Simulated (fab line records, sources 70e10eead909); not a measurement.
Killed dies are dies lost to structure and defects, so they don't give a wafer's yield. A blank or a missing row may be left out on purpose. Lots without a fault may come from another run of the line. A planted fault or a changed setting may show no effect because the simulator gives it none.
Which tool did it? | flow nand_harc | 12 lots, 36 wafers sampled, at 5 steps of a route of 1159

WHAT THE GAUGES READ, wafer by wafer
NHARC_P_GATE_CD_MEAS_91: target cd 2000 nm.
lot  | measured     | on        | cd_nm (nm)
L641 | day 5 05:41  | cd_sem-01 | 1998.2 1998.4 1998.2
L645 | day 6 07:56  | cd_sem-01 | 2001.0 2000.7 2000.6
L646 | day 6 14:09  | cd_sem-02 | 1998.7 1999.8 2000.4
L651 | day 7 16:43  | cd_sem-01 | 1998.1 1999.5 1997.8
L654 | day 8 15:38  | cd_sem-03 | 1998.7 1998.6 1999.4
L655 | day 8 22:55  | cd_sem-02 | 1999.6 1999.5 1999.3
L656 | day 8 23:32  | cd_sem-01 | 1998.9 1998.6 1998.8
L657 | day 9 09:40  | cd_sem-03 | 1997.1 1998.6 1998.6
L658 | day 9 14:43  | cd_sem-01 | 1998.9 1996.3 1997.5
L659 | day 9 20:53  | cd_sem-01 | 1996.3 1996.8 1998.4
L663 | day 10 21:08 | cd_sem-03 | 2000.9 2000.7 2002.5
L664 | day 11 04:23 | cd_sem-03 | 2000.6 1998.9 2000.3

NHARC_END_SORT_01.
lot  | measured     | on        | killed_at_array | killed_at_other | killed_at_periphery | killed_dies | killed_open | killed_short
L641 | day 20 03:38 | prober-01 | 13 15 12        | 2 0 2           | 3 3 2               | 18 18 16    | 4 5 6       | 2 4 0
L645 | day 20 03:46 | prober-02 | 31 30 28        | 1 2 0           | 1 2 3               | 33 34 31    | 4 3 0       | 3 0 0
L651 | day 21 07:43 | prober-02 | 27 29 33        | 0 0 0           | 650 648 644         | 677 677 677 | 0 4 2       | 1 1 1
L654 | day 22 01:44 | prober-01 | 13 16 17        | 0 0 0           | 664 661 660         | 677 677 677 | 0 6 4       | 1 1 3
L655 | day 22 18:03 | prober-02 | 18 24 25        | 0 0 1           | 1 1 4               | 19 25 30    | 5 4 8       | 0 0 1
L656 | day 23 08:05 | prober-01 | 39 39 38        | 2 4 2           | 5 5 3               | 46 48 43    | 3 2 3       | 3 1 3
L657 | day 23 16:44 | prober-02 | 16 17 11        | 0 0 0           | 1 2 0               | 17 19 11    | 1 1 3       | 3 4 0
L658 | day 23 16:43 | prober-01 | 33 25 44        | 1 1 2           | 18 12 9             | 52 38 55    | 5 1 2       | 1 1 4

WHICH TOOL RAN EACH LOT (tool, then ch and the chambers of the sampled wafers, then the start)
lot  | NHARC_P_GATE_RTA_64              | NHARC_P_CONTACT_ETCH_35            | NHARC_P_CONTACT_ETCH_18
L641 | rtp_anneal-01 ch 0, day 5 07:31  | rie_diel-06 ch 2,3, day 5 10:44    | rie_diel-06 ch 0,2, day 5 12:38
L645 | rtp_anneal-01 ch 0, day 6 09:46  | rie_diel-05 ch 0,1,3, day 6 12:49  | rie_diel-05 ch 0,1,3, day 6 13:12
L646 | rtp_anneal-02 ch 0, day 6 16:02  | rie_diel-05 ch 1,2, day 6 19:19    | rie_diel-05 ch 1,2,3, day 6 19:49
L651 | rtp_anneal-01 ch 0, day 7 18:40  | rie_diel-12 ch 0,2,3, day 7 22:11  | rie_diel-12 ch 0,2,3, day 7 22:36
L654 | rtp_anneal-02 ch 0, day 8 17:28  | rie_diel-05 ch 1,3, day 8 20:39    | rie_diel-05 ch 1,2,3, day 8 21:07
L655 | rtp_anneal-02 ch 0, day 9 00:43  | rie_diel-06 ch 1,2,3, day 9 04:15  | rie_diel-06 ch 0,1,2, day 9 05:11
L656 | rtp_anneal-01 ch 0, day 9 01:53  | rie_diel-12 ch 2,3, day 9 05:14    | rie_diel-12 ch 1,3, day 9 05:38
L657 | rtp_anneal-01 ch 0, day 9 11:29  | rie_diel-05 ch 2,3, day 9 14:32    | rie_diel-05 ch 0,2,3, day 9 15:00
L658 | rtp_anneal-02 ch 0, day 9 16:32  | rie_diel-12 ch 0,1,2, day 9 19:49  | rie_diel-12 ch 0,1,2, day 9 20:13
L659 | rtp_anneal-01 ch 0, day 9 23:01  | rie_diel-12 ch 0,2,3, day 10 02:23 | rie_diel-12 ch 0,1,2, day 10 02:46
L663 | rtp_anneal-02 ch 0, day 10 23:04 | rie_diel-05 ch 0,1,2, day 11 02:13 | rie_diel-05 ch 0,2,3, day 11 02:37
L664 | rtp_anneal-02 ch 0, day 11 06:17 | rie_diel-12 ch 2,3, day 11 09:43   | rie_diel-12 ch 0,1,3, day 11 10:07
- NHARC_P_GATE_RTA_64: time 1 s.
- NHARC_P_CONTACT_ETCH_35: etches the open film in CF4, target depth 39 nm, time 65 s.
- NHARC_P_CONTACT_ETCH_18: etches the open film in C4F8/O2/Ar, target depth 481 nm, time 240.5 s.

WHAT THE TOOLS THEMSELVES READ (means of the sampled wafers that have a number; where no wafer has one, the mark that the record gives instead)
NHARC_P_GATE_RTA_64.
lot  | tool          | lamp_power_pct (%) | wafer_temp_C_max
L641 | rtp_anneal-01 | 30                 | 1056.4
L645 | rtp_anneal-01 | 30                 | 1056.0
L646 | rtp_anneal-02 | 38                 | 1054.3
L651 | rtp_anneal-01 | 30                 | 1055.6
L654 | rtp_anneal-02 | 37                 | 1053.7
L655 | rtp_anneal-02 | 38                 | 1052.8
L656 | rtp_anneal-01 | 30                 | 1056.6
L657 | rtp_anneal-01 | 30                 | 1056.4
L658 | rtp_anneal-02 | 37                 | 1054.4
L659 | rtp_anneal-01 | 30                 | 1056.0
L663 | rtp_anneal-02 | 37                 | 1054.4
L664 | rtp_anneal-02 | 38                 | 1053.7

NHARC_P_CONTACT_ETCH_35.
lot  | tool        | bias_w (W) | cf4_flow_sccm (sccm) | drypump_motor_current_A (A) | oes_product_au (a.u.) | rf_vpp_V (V) | showerhead_plenum_p_Torr (Torr) | throttle_valve_pct (%)
L641 | rie_diel-06 | 100.32     | 150.5                | 4.9                         | 1.001                 | 152.4        | 1.91                            | 13.283
L645 | rie_diel-05 | 100.04     | 149.7                | 5.5                         | 0.991                 | 149.5        | 1.72                            | 13.280
L646 | rie_diel-05 | 100.30     | 149.9                | 5.7                         | 0.996                 | 150.6        | 1.76                            | 13.283
L651 | rie_diel-12 | 99.91      | 149.4                | 6.1                         | 0.999                 | 151.6        | 1.75                            | 13.282
L654 | rie_diel-05 | 100.15     | 149.7                | 5.5                         | 0.999                 | 150.4        | 1.69                            | 13.283
L655 | rie_diel-06 | 99.95      | 150.2                | 5.1                         | 0.996                 | 152.6        | 1.86                            | 13.283
L656 | rie_diel-12 | 100.25     | 149.8                | 5.7                         | 0.995                 | 151.2        | 1.75                            | 13.283
L657 | rie_diel-05 | 99.93      | 149.8                | 6.0                         | 0.997                 | 152.0        | 1.79                            | 13.288
L658 | rie_diel-12 | 99.75      | 150.2                | 6.0                         | 1.000                 | 150.4        | 1.75                            | 13.281
L659 | rie_diel-12 | 100.14     | 150.3                | 6.1                         | 0.990                 | 151.9        | 1.75                            | 13.287
L663 | rie_diel-05 | 100.00     | 150.1                | 5.6                         | 0.989                 | 152.8        | 1.78                            | 13.283
L664 | rie_diel-12 | 99.95      | 149.9                | 5.7                         | 0.990                 | 151.2        | 1.79                            | 13.290

NHARC_P_CONTACT_ETCH_18.
lot  | tool        | bias_w (W) | chamber_pressure_mTorr (mTorr) | oes_product_au (a.u.) | rf_vpp_V (V)
L641 | rie_diel-06 | 1498       | 25.017                         | 0.971                 | 987
L645 | rie_diel-05 | 1500       | 25.013                         | 0.961                 | 973
L646 | rie_diel-05 | 1500       | 25.004                         | 0.962                 | 975
L651 | rie_diel-12 | -          | -                              | -                     | -
L654 | rie_diel-05 | -          | -                              | -                     | -
L655 | rie_diel-06 | 1498       | 25.013                         | 0.932                 | 985
L656 | rie_diel-12 | 1500       | 25.004                         | 0.965                 | 984
L657 | rie_diel-05 | 1499       | 24.997                         | 0.958                 | 977
L658 | rie_diel-12 | 1498       | 24.998                         | 0.966                 | 977
L659 | rie_diel-12 | 1498       | 25.004                         | 0.966                 | 976
L663 | rie_diel-05 | 1501       | 24.997                         | 0.961                 | 977
L664 | rie_diel-12 | 1501       | 25.022                         | 0.968                 | 979

THE ANSWER, worked out from the rows above alone
Rule: what is usual is taken from the lots themselves. Put in order of their means at a reading, lots are off if they are a third of the lots or fewer, leave a main group of 4 or more, and stand apart from it by a gap of 3 or more times the standard deviation of the main group's means; of several such gaps the widest counts. A main group whose means are all the same, to the digits that the tables above print for the reading, isn't used. A lot without any number at a reading at which 4 lots or more have one is off too. The other lots that the step has rows for count as sound. The gauges are gone through in route order, then the tools' own readings, and for those a lot's mean is taken as printed above. The first step at which some lot is off is used, and at that step the reading that is off furthest; a lot without a number counts as furthest.
Off: L651, L654, at NHARC_END_SORT_01 (killed_at_periphery). The main group: mean 4.2, standard deviation 4.1. Neither off nor sound, because the step has no rows for them: L646, L659, L663, L664.
A tool fits if, at a process step before that reading, it ran every lot that is off, and no sound lot after the first of them. The gauges at NHARC_END_SORT_01 aren't tried: what is off there is off at NHARC_P_CONTACT_ETCH_18 too, on other tools, and a gauge's error can't cause that. None of those tried fits.

WHAT THE SIMULATOR HAD PUT IN
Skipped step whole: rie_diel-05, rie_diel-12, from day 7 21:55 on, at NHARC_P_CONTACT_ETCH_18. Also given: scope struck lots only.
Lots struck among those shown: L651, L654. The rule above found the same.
